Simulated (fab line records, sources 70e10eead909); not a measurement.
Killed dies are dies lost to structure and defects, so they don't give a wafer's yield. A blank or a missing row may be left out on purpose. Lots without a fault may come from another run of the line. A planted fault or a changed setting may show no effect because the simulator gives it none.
Which tool did it? | flow nand_harc | 12 lots, 36 wafers sampled, at 3 steps of a route of 1159

WHAT THE GAUGES READ, wafer by wafer
NHARC_A_WL_FILL_INSPECT_15.
lot  | measured     | on                | raw_defect_count
L077 | day 16 09:38 | defect_inspect-01 | 394 515 523
L076 | day 17 04:53 | defect_inspect-02 | 315 330 279
L080 | day 17 17:56 | defect_inspect-02 | 650 387 367
L081 | day 17 20:38 | defect_inspect-02 | 164 253 201
L083 | day 18 06:41 | defect_inspect-01 | 335 502 437
L085 | day 18 19:47 | defect_inspect-02 | 215 309 245
L086 | day 19 08:02 | defect_inspect-01 | 404 459 427
L088 | day 19 23:29 | defect_inspect-02 | 676 476 601
L089 | day 20 05:29 | defect_inspect-02 | 258 240 248
L092 | day 20 15:29 | defect_inspect-02 | 377 352 288
L096 | day 21 05:26 | defect_inspect-02 | 428 425 546
L095 | day 21 22:10 | defect_inspect-02 | 280 429 280

WHICH TOOL RAN EACH LOT (tool, then ch and the chambers of the sampled wafers, then the start)
lot  | NHARC_A_WL_FILL_ETCHBACK_16                   | NHARC_A_WL_FILL_STRIP_29
L077 | rie_diel-09 ch 1,2, day 15 19:10 or earlier   | rie_diel-09 ch 0,3, day 15 19:10
L076 | rie_diel-01 ch 0,2, day 16 13:00 or earlier   | rie_diel-01 ch 1,2, day 16 13:00
L080 | rie_diel-01 ch 2,3, day 16 21:25 or earlier   | rie_diel-01 ch 1,3, day 16 21:25
L081 | rie_diel-04 ch 0,2, day 17 00:34 or earlier   | rie_diel-04 ch 0,2, day 17 00:34
L083 | rie_diel-04 ch 0,3, day 17 18:19 or earlier   | rie_diel-04 ch 0,1,3, day 17 18:19
L085 | rie_diel-09 ch 0,3, day 18 08:18 or earlier   | rie_diel-09 ch 0,2, day 18 08:18
L086 | rie_diel-04 ch 0,1,2, day 18 14:18 or earlier | rie_diel-04 ch 0,3, day 18 14:18
L088 | rie_diel-09 ch 0,2,3, day 19 12:11 or earlier | rie_diel-09 ch 0,1,2, day 19 12:11
L089 | rie_diel-01 ch 0,1,3, day 19 17:33 or earlier | rie_diel-01 ch 1,2,3, day 19 17:33
L092 | rie_diel-09 ch 0,1,3, day 20 04:17 or earlier | rie_diel-09 ch 0,2,3, day 20 04:17
L096 | rie_diel-09 ch 1,3, day 20 19:10 or earlier   | rie_diel-09 ch 0,1,2, day 20 19:10
L095 | rie_diel-01 ch 0,3, day 21 07:02 or earlier   | rie_diel-01 ch 0,1,2, day 21 07:02
- NHARC_A_WL_FILL_ETCHBACK_16: etches the open film in C4F8/O2/Ar, target depth 88 nm, time 17.6 s.
- NHARC_A_WL_FILL_STRIP_29: strips in O2, time 20 s.

THE ANSWER, worked out from the rows above alone
Rule: what is usual is taken from the lots themselves. Put in order of their means at a reading, lots are off if they are a third of the lots or fewer, leave a main group of 4 or more, and stand apart from it by a gap of 3 or more times the standard deviation of the main group's means; of several such gaps the widest counts. A main group whose means are all the same, to the digits that the tables above print for the reading, isn't used. A lot without any number at a reading at which 4 lots or more have one is off too. The other lots that the step has rows for count as sound.
No lot is off at any reading shown: from this, nothing can be told.

WHAT THE SIMULATOR HAD PUT IN
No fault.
